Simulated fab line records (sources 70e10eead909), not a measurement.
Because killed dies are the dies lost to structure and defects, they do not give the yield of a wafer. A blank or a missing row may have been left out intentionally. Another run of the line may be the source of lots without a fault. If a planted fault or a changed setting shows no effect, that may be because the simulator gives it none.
Matching of chambers || flow nand-harc || NHARC_A_WL_FILL_ALD_02 on ald-metal-03: 4 sister chambers
The step deposits TiN, target thk 2 nm, pulse time 3 s, ald cycles 100. 4 wafers are shown with their chamber, then 9 later ones without.

WAFERS WITH THEIR CHAMBER
{"wafer": "L082.2", "chamber": 1, "heater-power-w (W)": 1214}
{"wafer": "L082.3", "chamber": 0, "heater-power-w (W)": 1176}
{"wafer": "L087.4", "chamber": 3, "heater-power-w (W)": 982}
{"wafer": "L087.6", "chamber": 2, "heater-power-w (W)": 1146}

WAFERS WITHOUT THEIR CHAMBER
{"wafer": "L091.1", "heater-power-w (W)": 1137}
{"wafer": "L091.2", "heater-power-w (W)": 1151}
{"wafer": "L091.3", "heater-power-w (W)": 1097}
{"wafer": "L094.1", "heater-power-w (W)": 1180}
{"wafer": "L094.2", "heater-power-w (W)": 1140}
{"wafer": "L094.3", "heater-power-w (W)": 994}
{"wafer": "L097.2", "heater-power-w (W)": 1104}
{"wafer": "L097.3", "heater-power-w (W)": 1003}
{"wafer": "L097.5", "heater-power-w (W)": 1193}

EACH ONE'S CHAMBER
{"wafer": "L091.1", "from the rows above": "can't be placed: 2 or 0", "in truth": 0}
{"wafer": "L091.2", "from the rows above": "can't be placed: 2 or 0", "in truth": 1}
{"wafer": "L091.3", "from the rows above": "can't be placed: 2 or 0", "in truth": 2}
{"wafer": "L094.1", "from the rows above": "can't be placed: 0 or 1 or 2", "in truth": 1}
{"wafer": "L094.2", "from the rows above": "can't be placed: 2 or 0", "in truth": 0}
{"wafer": "L094.3", "from the rows above": 3, "in truth": 3}
{"wafer": "L097.2", "from the rows above": "can't be placed: 2 or 0", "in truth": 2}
{"wafer": "L097.3", "from the rows above": 3, "in truth": 3}
{"wafer": "L097.5", "from the rows above": "can't be placed: 0 or 1 or 2", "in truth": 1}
2 of 9 placed correctly. From these rows, 7 cannot be placed; in 6 the true chamber is one of the candidates. Placed wrongly: 0.
How it was worked out, from the rows above alone: a wafer's distance from a chamber is the root of the sum, over the readings, of the square of ((its reading less the chamber's mean) divided by the reading's scatter). If the next closest chamber is less than 2 further off than the closest, the wafer can't be placed; otherwise it belongs to the closest. A chamber's mean is the mean of its shown wafers. The scatter (one wafer shown for each chamber): square how far every hidden wafer sits from the nearest shown wafer, average those squares and take the square root.
